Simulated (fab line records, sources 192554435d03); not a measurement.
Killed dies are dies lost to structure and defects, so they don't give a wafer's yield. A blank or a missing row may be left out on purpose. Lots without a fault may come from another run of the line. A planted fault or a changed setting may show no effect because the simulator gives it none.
fab line records | flow n5_finfet
record lots=5 wafers=15 last_day=20
route steps=1938 shown ZERO_LAYER@12 WELL_APT@20 BEOL_M4@1111 PASSIVATION@1936
lots that met no fault: from a run of the same line without faults
start_h: hours from the record's first day to the start of the lot's first wafer shown | wait_h: hours since the lot's step before | " the same as in the row above | L1.1+2: a row that stands for several wafers | - no value, or no start given | * or withheld: withheld | < > ~ a bound
route shown NAME@n: a module of which the file shows steps, and the number in the route of the first | usual: mean/standard deviation of fault-free wafers | same: alike in all rows | chamber/n: place in a boat | sites: the reading at each site | _std_site: their standard deviation | _edge_site: outer sites' mean less inner sites' | radius_mm: how far each site lies from the wafer's centre | mask NAME#n: copy n | behind: the tool/chamber that last shaped the wafer | hold: why the lot was held/for how many hours/how that ended | device: the transistor (n, p or np) that didn't switch | end of line: the same wafers' tests at the end of the route | a step without rows: its recipe alone | killed: dies lost to structure and defects at the first sort, not the wafer's yield | map: a wafer's dies, x killed, . not, _ none there
set.NAME: the setting as run; set.NAME@STEP: as run at that earlier step | model.NAME: the simulator's own value behind a step, which no gauge read
lots at some steps of the route; a table a step, a row a wafer
services: from which hour (start_h, from the record's first day; less than 0 if before it) a tool's chamber was out of use, for how many hours, and why
## steps
# step N5_ZERO_LAYER_HARDBAKE_23
# recipe temp_c=130 time_s=120
# step N5_ZERO_LAYER_DESCUM_16
# recipe chemistry=O2 time_s=7.9 source_power_w=50 bias_power_w=20 pressure_mtorr=20 rf_frequency_hz=2.712e+07 temp_c=40 o2_flow_sccm=225
# step N5_ZERO_LAYER_ETCH_17
# recipe chemistry=CF4 target=SiO2 target_depth_a=120 time_s=13.3 ion_energy_ev=350 pressure_mtorr=40 source_w=450 bias_w=215 Ar_flow_sccm=100 cf4_flow_sccm=100
# step N5_ZERO_LAYER_ETCH_18
# recipe chemistry=HBr/Cl2 target=Si target_depth_a=1200 time_s=40 pressure_mtorr=10 icp_w=800 bias_w=75 HBr_flow_sccm=150 Cl2_flow_sccm=80
# step N5_ZERO_LAYER_STRIP_24
# recipe chemistry=O2 power_w=1000 temp_c=250 overash_fraction=0.3 pressure_mtorr=1000 o2_flow_sccm=6750
# step N5_ZERO_LAYER_STRIP_19
# recipe chemistry=SPM time_s=900 temp_c=130 h2so4_h2o2_vol_ratio=4 dry=ipa_marangoni
# step N5_WELL_APT_HMDS_01
# recipe time_s=60 temp_c=120
# step N5_WELL_APT_COAT_02
# recipe spin_rpm=1357 resist_thk_nm=950
# step N5_WELL_APT_EBR_04
# recipe solvent=PGMEA ebr_width_mm=1.5
# step N5_WELL_APT_SOFTBAKE_03
# recipe temp_c=130 time_s=60
# step N5_WELL_APT_EXPOSE_05
# recipe mask_id=NWELL na=0.8 source_shape=conventional sigma_outer=0.8 polarization=unpolarized defocus_nm=0 target_cd_nm=200 dose_mj=20.3
# usual exposure_dose_mJ_cm2=20.294/0.02 focus_offset_nm=-0.1/0.48
# columns lot.wafer tool chamber start_h wait_h mask exposure_dose_mJ_cm2 focus_offset_nm
L531.1 krf_scanner-02 0 61.85 - NWELL#0 20.309 0.1
L531.2 " 0 " " NWELL#0 20.307 -0.6
L531.5 " 0 " " NWELL#0 20.310 0.3
L533.2 krf_scanner-02 - 73.64 - NWELL#0 - -
L533.3 " - " " NWELL#0 - -
L533.6 " - " " NWELL#0 - -
L534.1 krf_scanner-01 - 79.51 - NWELL#0 - -
L534.5 " - " " NWELL#0 - -
L534.6 " - " " NWELL#0 - -
L535.1 krf_scanner-01 - 85.38 - NWELL#0 - -
L535.5 " - " " NWELL#0 - -
L535.6 " - " " NWELL#0 - -
L541.1 krf_scanner-02 0 121.64 - NWELL#0 20.276 -0.6
L541.4 " 0 " " NWELL#0 20.285 0.3
L541.6 " 0 " " NWELL#0 20.272 -0.1
# step N5_WELL_APT_PEB_06
# recipe peb_temp_c=130 peb_time_s=90
# step N5_WELL_APT_DEVELOP_07
# recipe develop_time_s=45 rinse_liquid=surfactant_rinse dry=air_spin dev_temp_c=21
# step N5_WELL_APT_HARDBAKE_12
# recipe temp_c=130 time_s=120
# step N5_WELL_APT_CD_MEAS_08
# recipe target_cd_nm=200 landing_energy_ev=500 detector=se_inlens
# usual cd_nm=199.6/2.3
# columns lot.wafer tool chamber start_h wait_h cd_nm
L531.1 cd_sem-02 0 62.03 - 201.3
L531.2 " 0 " " 195.0
L531.5 " 0 " " 195.1
L533.2 cd_sem-02 0 73.81 - -
L533.3 " 0 " " -
L533.6 " 0 " " -
L534.1 cd_sem-02 0 79.69 - -
L534.5 " 0 " " -
L534.6 " 0 " " -
L535.1 cd_sem-02 0 85.56 - -
L535.5 " 0 " " -
L535.6 " 0 " " -
L541.1 cd_sem-01 0 121.81 - 198.4
L541.4 " 0 " " 197.9
L541.6 " 0 " " 198.2
# step N5_WELL_APT_OVL_MEAS_09
# recipe points_per_wafer=44
# usual NWELL_OVL=4/4.4
# same points_per_wafer=44
# columns lot.wafer tool chamber start_h wait_h NWELL_OVL[nm]
L531.1 overlay-01 0 62.06 0.0 5
L531.2 " 0 " " 4
L531.5 " 0 " " 2
L533.2 overlay-02 0 73.84 0.0 -
L533.3 " 0 " " -
L533.6 " 0 " " -
L534.1 overlay-01 0 79.72 0.0 -
L534.5 " 0 " " -
L534.6 " 0 " " -
L535.1 overlay-02 0 85.59 0.0 -
L535.5 " 0 " " -
L535.6 " 0 " " -
L541.1 overlay-02 0 121.84 0.0 13
L541.4 " 0 " " 2
L541.6 " 0 " " 6
# step N5_BEOL_M4_RC_MEAS_101
# usual DIBL_N=36.1/2.3 DIBL_P=36/3.2 IOFF_N=0.16/0.045 IOFF_P=0.21/0.049 ION_N=674/14 ION_P=462/8.4 SS_N=71.6/0.83 SS_P=73.2/0.87 VT_N=249/3.8 VT_P=-250/3.4
# columns lot.wafer tool chamber start_h wait_h DIBL_N[mV/V] DIBL_P[mV/V] IOFF_N[nA/um] IOFF_P[nA/um] ION_N[uA/um] ION_P[uA/um] SS_N[mV/dec] SS_P[mV/dec] VT_N[mV] VT_P[mV]
L531.1 prober-02 0 286.55 0.0 33.5 32 0.11 0.14 664 453 70.6 72.3 254 -257
L531.2 " 0 " " 39.3 38 0.19 0.22 673 456 73.2 73.2 249 -252
L531.5 " 0 " " 37.1 37 0.16 0.20 669 461 71.9 73.6 250 -252
L541.1 prober-02 0 355.51 0.0 32.8 31 0.12 0.17 675 467 70.1 72.3 249 -251
L541.4 " 0 " " 38.0 37 0.21 0.26 693 476 71.4 73.5 242 -247
L541.6 " 0 " " 34.9 34 0.16 0.22 682 478 70.3 73.2 245 -246
# step N5_PASSIVATION_PROBE_49
# usual defect_limited_yield=90.9/1.6 killed_at_M0_to_M3=37/11 killed_at_M4_up=15/5.6 killed_at_contacts=13/6.4 killed_at_front_end=39/11 killed_at_other=4/3.1 killed_dies=107/19 killed_on_rim=14/4.3 killed_open=71/14 killed_short=34/7.8 sort_bin_5_function=5.3/1 sort_bin_6_memory=3.4/0.72 sort_n_pass=1072/20 sort_yield_pct=90.9/1.7
# same gross_dies=1180 killed_at_back_side=0 sort_bin_4_leakage[%]=0 sort_bin_8_speed[%]=0
# columns lot.wafer tool chamber start_h wait_h defect_limited_yield[%] killed_at_M0_to_M3 killed_at_M4_up killed_at_contacts killed_at_front_end killed_at_other killed_dies killed_on_rim killed_open killed_short sort_bin_5_function[%] sort_bin_6_memory[%] sort_n_pass sort_yield_pct[%]
L531.1 prober-01 - 406.22 0.0 90.1 38 8 12 56 3 117 12 85 30 6.3 3.5 1063 90.1
L531.2 prober-01 - 406.27 0.1 91.1 36 8 11 46 4 105 14 63 41 5.5 3.0 1075 91.1
L531.5 prober-01 - 406.42 0.2 88.7 47 14 9 49 14 133 16 95 36 6.4 4.4 1047 88.7
L535.1 prober-02 - 429.14 0.0 0 38 10 9 1121 2 1180 152 76 23 96.2 3.7 0 0
L535.5 prober-02 - 429.34 0.2 0 32 19 19 1103 7 1180 152 64 45 96.8 3.1 0 0
L535.6 prober-02 - 429.39 0.3 0 31 6 17 1122 4 1180 152 52 29 96.7 3.2 0 0
L533.2 prober-01 - 435.58 0.1 0 45 15 16 1096 8 1180 152 91 54 93.7 5.8 0 0
L533.3 prober-01 - 435.63 0.1 0 49 11 11 1100 9 1180 152 74 38 95.9 3.6 0 0
L533.6 prober-01 - 435.78 0.3 0 58 13 4 1103 2 1180 152 89 33 95.7 3.8 0 0
L534.1 prober-01 - 450.55 0.0 0 55 26 17 1081 1 1180 152 104 52 94.0 5.6 0 0
L534.5 prober-01 - 450.75 0.2 0 42 15 14 1106 3 1180 152 80 44 96.1 3.3 0 0
L534.6 prober-01 - 450.80 0.3 0 31 15 19 1115 0 1180 152 76 40 96.4 3.2 0 0
# killed by level:class
L531.1 STI_FIN_REVEAL:geometric_particle:open=17 FIN_SAQP:geometric_particle:open=11 BEOL_M1:geometric_particle:open=10 BEOL_M3:geometric_particle:open=9 MOL_CONTACT_COAG:geometric_particle:open=8 BEOL_M2:geometric_particle:open=6 FIN_SAQP:geometric_particle:short=5 GATE_CUT:geometric_particle:short=5
L531.2 FIN_SAQP:geometric_particle:open=14 BEOL_M3:geometric_particle:open=9 MOL_CONTACT_COAG:geometric_particle:open=8 GATE_CUT:geometric_particle:short=6 BEOL_M0_SAQP:geometric_particle:open=6 STARTING-WAFER:geometric_particle:short=6 BEOL_M1:geometric_particle:open=5 BEOL_M4:geometric_particle:open=5
L531.5 STI_FIN_REVEAL:geometric_particle:open=16 FIN_SAQP:geometric_particle:open=15 BEOL_M3:geometric_particle:open=14 BEOL_M0_SAQP:geometric_particle:open=9 MOL_CONTACT_COAG:geometric_particle:open=8 BEOL_M0_SAQP:geometric_particle:short=6 BEOL_M0:geometric_particle:open=6 BEOL_M4:geometric_particle:open=6
L535.1 WELL_APT:area_expose=1078 FIN_SAQP:geometric_particle:open=18 STI_FIN_REVEAL:geometric_particle:open=8 MOL_CONTACT_COAG:geometric_particle:open=8 BEOL_M3:geometric_particle:open=8 BEOL_M4:geometric_particle:open=6 BEOL_M0_SAQP:geometric_particle:short=6 BEOL_M2:geometric_particle:open=5
L535.5 WELL_APT:area_expose=1070 MOL_CONTACT_COAG:geometric_particle:open=16 BEOL_M4:geometric_particle:open=12 FIN_SAQP:geometric_particle:short=9 BEOL_M3:geometric_particle:open=8 FIN_SAQP:geometric_particle:open=5 BEOL_M0_SAQP:geometric_particle:open=5 STARTING-WAFER:geometric_particle:short=5
L535.6 WELL_APT:area_expose=1098 MOL_CONTACT_COAG:geometric_particle:open=14 FIN_SAQP:geometric_particle:short=9 BEOL_M1:geometric_particle:open=9 FIN_SAQP:geometric_particle:open=7 BEOL_M3:geometric_particle:open=5 BEOL_M1:geometric_particle:short=4 MOL_CONTACT_COAG:geometric_particle:short=3
L533.2 WELL_APT:area_expose=1035 STI_FIN_REVEAL:geometric_particle:open=20 FIN_SAQP:geometric_particle:short=17 MOL_CONTACT_COAG:geometric_particle:open=13 FIN_SAQP:geometric_particle:open=8 BEOL_M3:geometric_particle:open=8 BEOL_M0_SAQP:geometric_particle:short=7 BEOL_M0_SAQP:geometric_particle:open=6
L533.3 WELL_APT:area_expose=1065 BEOL_M2:geometric_particle:open=15 FIN_SAQP:geometric_particle:short=10 MOL_CONTACT_COAG:geometric_particle:open=9 BEOL_M0_SAQP:geometric_particle:open=9 BEOL_M3:geometric_particle:open=7 FIN_SAQP:geometric_particle:open=6 BEOL_M0_SAQP:geometric_particle:short=6
L533.6 WELL_APT:area_expose=1058 STI_FIN_REVEAL:geometric_particle:open=16 BEOL_M3:geometric_particle:open=14 BEOL_M1:geometric_particle:open=13 BEOL_M2:geometric_particle:open=12 BEOL_M0_SAQP:geometric_particle:short=10 FIN_SAQP:geometric_particle:short=8 DUMMY_GATE:geometric_particle:open=6
L534.1 WELL_APT:area_expose=1024 STI_FIN_REVEAL:geometric_particle:open=21 BEOL_M0_SAQP:geometric_particle:open=21 BEOL_M4:geometric_particle:open=16 BEOL_M0_SAQP:geometric_particle:short=15 MOL_CONTACT_COAG:geometric_particle:open=11 FIN_SAQP:geometric_particle:open=8 STI_FIN_REVEAL:geometric_particle:short=7
L534.5 WELL_APT:area_expose=1055 MOL_CONTACT_COAG:geometric_particle:open=12 STI_FIN_REVEAL:geometric_particle:open=11 BEOL_M0_SAQP:geometric_particle:short=10 GATE_CUT:geometric_particle:short=9 BEOL_M3:geometric_particle:open=9 GATE_CUT:geometric_particle:open=8 BEOL_M4:geometric_particle:open=8
L534.6 WELL_APT:area_expose=1064 MOL_CONTACT_COAG:geometric_particle:open=17 STI_FIN_REVEAL:geometric_particle:open=12 FIN_SAQP:geometric_particle:short=10 BEOL_M0_SAQP:geometric_particle:short=10 FIN_SAQP:geometric_particle:open=9 BEOL_M4:geometric_particle:open=8 BEOL_M0_SAQP:geometric_particle:open=7
# map L533.2 (x killed, . not)
_________________xxxxxxxxxxxx________________
______________xxxxxxxxxxxxxxxxxx_____________
___________xxxxxxxxxxxxxxxxxxxxxxxx__________
__________xxxxxxxxxxxxxxxxxxxxxxxxxx_________
________xxxxxxxxxxxxxxxxxxxxxxxxxxxxxx_______
_______xxxxxxxxxxxxxxxxxxxxxxxxxxxxxxxx______
______xxxxxxxxxxxxxxxxxxxxxxxxxxxxxxxxxx_____
_____xxxxxxxxxxxxxxxxxxxxxxxxxxxxxxxxxxxx____
____xxxxxxxxxxxxxxxxxxxxxxxxxxxxxxxxxxxxxx___
___xxxxxxxxxxxxxxxxxxxxxxxxxxxxxxxxxxxxxxxx__
___xxxxxxxxxxxxxxxxxxxxxxxxxxxxxxxxxxxxxxxx__
__xxxxxxxxxxxxxxxxxxxxxxxxxxxxxxxxxxxxxxxxxx_
__xxxxxxxxxxxxxxxxxxxxxxxxxxxxxxxxxxxxxxxxxx_
_xxxxxxxxxxxxxxxxxxxxxxxxxxxxxxxxxxxxxxxxxxxx
_xxxxxxxxxxxxxxxxxxxxxxxxxxxxxxxxxxxxxxxxxxxx
_xxxxxxxxxxxxxxxxxxxxxxxxxxxxxxxxxxxxxxxxxxxx
_xxxxxxxxxxxxxxxxxxxxxxxxxxxxxxxxxxxxxxxxxxxx
_xxxxxxxxxxxxxxxxxxxxxxxxxxxxxxxxxxxxxxxxxxxx
_xxxxxxxxxxxxxxxxxxxxxxxxxxxxxxxxxxxxxxxxxxxx
_xxxxxxxxxxxxxxxxxxxxxxxxxxxxxxxxxxxxxxxxxxxx
_xxxxxxxxxxxxxxxxxxxxxxxxxxxxxxxxxxxxxxxxxxxx
__xxxxxxxxxxxxxxxxxxxxxxxxxxxxxxxxxxxxxxxxxx_
__xxxxxxxxxxxxxxxxxxxxxxxxxxxxxxxxxxxxxxxxxx_
___xxxxxxxxxxxxxxxxxxxxxxxxxxxxxxxxxxxxxxxx__
___xxxxxxxxxxxxxxxxxxxxxxxxxxxxxxxxxxxxxxxx__
____xxxxxxxxxxxxxxxxxxxxxxxxxxxxxxxxxxxxxx___
_____xxxxxxxxxxxxxxxxxxxxxxxxxxxxxxxxxxxx____
______xxxxxxxxxxxxxxxxxxxxxxxxxxxxxxxxxx_____
_______xxxxxxxxxxxxxxxxxxxxxxxxxxxxxxxx______
________xxxxxxxxxxxxxxxxxxxxxxxxxxxxxx_______
__________xxxxxxxxxxxxxxxxxxxxxxxxxx_________
___________xxxxxxxxxxxxxxxxxxxxxxxx__________
______________xxxxxxxxxxxxxxxxxx_____________
_________________xxxxxxxxxxxx________________
# map L534.1 (x killed, . not)
_________________xxxxxxxxxxxx________________
______________xxxxxxxxxxxxxxxxxx_____________
___________xxxxxxxxxxxxxxxxxxxxxxxx__________
__________xxxxxxxxxxxxxxxxxxxxxxxxxx_________
________xxxxxxxxxxxxxxxxxxxxxxxxxxxxxx_______
_______xxxxxxxxxxxxxxxxxxxxxxxxxxxxxxxx______
______xxxxxxxxxxxxxxxxxxxxxxxxxxxxxxxxxx_____
_____xxxxxxxxxxxxxxxxxxxxxxxxxxxxxxxxxxxx____
____xxxxxxxxxxxxxxxxxxxxxxxxxxxxxxxxxxxxxx___
___xxxxxxxxxxxxxxxxxxxxxxxxxxxxxxxxxxxxxxxx__
___xxxxxxxxxxxxxxxxxxxxxxxxxxxxxxxxxxxxxxxx__
__xxxxxxxxxxxxxxxxxxxxxxxxxxxxxxxxxxxxxxxxxx_
__xxxxxxxxxxxxxxxxxxxxxxxxxxxxxxxxxxxxxxxxxx_
_xxxxxxxxxxxxxxxxxxxxxxxxxxxxxxxxxxxxxxxxxxxx
_xxxxxxxxxxxxxxxxxxxxxxxxxxxxxxxxxxxxxxxxxxxx
_xxxxxxxxxxxxxxxxxxxxxxxxxxxxxxxxxxxxxxxxxxxx
_xxxxxxxxxxxxxxxxxxxxxxxxxxxxxxxxxxxxxxxxxxxx
_xxxxxxxxxxxxxxxxxxxxxxxxxxxxxxxxxxxxxxxxxxxx
_xxxxxxxxxxxxxxxxxxxxxxxxxxxxxxxxxxxxxxxxxxxx
_xxxxxxxxxxxxxxxxxxxxxxxxxxxxxxxxxxxxxxxxxxxx
_xxxxxxxxxxxxxxxxxxxxxxxxxxxxxxxxxxxxxxxxxxxx
__xxxxxxxxxxxxxxxxxxxxxxxxxxxxxxxxxxxxxxxxxx_
__xxxxxxxxxxxxxxxxxxxxxxxxxxxxxxxxxxxxxxxxxx_
___xxxxxxxxxxxxxxxxxxxxxxxxxxxxxxxxxxxxxxxx__
___xxxxxxxxxxxxxxxxxxxxxxxxxxxxxxxxxxxxxxxx__
____xxxxxxxxxxxxxxxxxxxxxxxxxxxxxxxxxxxxxx___
_____xxxxxxxxxxxxxxxxxxxxxxxxxxxxxxxxxxxx____
______xxxxxxxxxxxxxxxxxxxxxxxxxxxxxxxxxx_____
_______xxxxxxxxxxxxxxxxxxxxxxxxxxxxxxxx______
________xxxxxxxxxxxxxxxxxxxxxxxxxxxxxx_______
__________xxxxxxxxxxxxxxxxxxxxxxxxxx_________
___________xxxxxxxxxxxxxxxxxxxxxxxx__________
______________xxxxxxxxxxxxxxxxxx_____________
_________________xxxxxxxxxxxx________________
## services
# columns tool chamber start_h hours kind
krf_scanner-01 - 44.33 2.6 repair
krf_scanner-02 0 52.48 - calibration
krf_scanner-02 - 64.90 1.3 pm
krf_scanner-02 - 77.76 7.2 pm
krf_scanner-02 - 84.96 1.0 pm
krf_scanner-02 - 91.25 0.6 repair
krf_scanner-02 - 100.55 0.8 pm
krf_scanner-01 0 107.24 - calibration
## key
first_sign step=N5_WELL_APT_EXPOSE_05 reading=tool_record direction=missing
effect step=N5_WELL_APT_CD_MEAS_08 reading=cd_nm direction=missing
effect step=N5_WELL_APT_OVL_MEAS_09 reading=NWELL_OVL direction=missing
effect step=N5_PASSIVATION_PROBE_49 reading=killed_at_front_end direction=up sigmas=96 usual=39 struck=1105
more_kills_born_at N5_WELL_APT_EXPOSE_05@krf_scanner-01=6389 N5_WELL_APT_EXPOSE_05@krf_scanner-02=3158
met_at N5_WELL_APT_EXPOSE_05
struck_wafers L533.2,L533.3,L533.6,L534.1,L534.5,L534.6,L535.1,L535.5,L535.6
later_rows_left_out L533.2,L533.3,L533.6,L534.1,L534.5,L534.6,L535.1,L535.5,L535.6
onset_between 61.85 73.64
fault kind=skipped_step_whole tool=krf_scanner-01,krf_scanner-02 chamber=- onset_h=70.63 steps=N5_WELL_APT_EXPOSE_05 scope=struck_lots_only
# later_rows_left_out: the simulator's readings of these wafers behind a module that went badly wrong aren't trusted and aren't shown, but for the sort
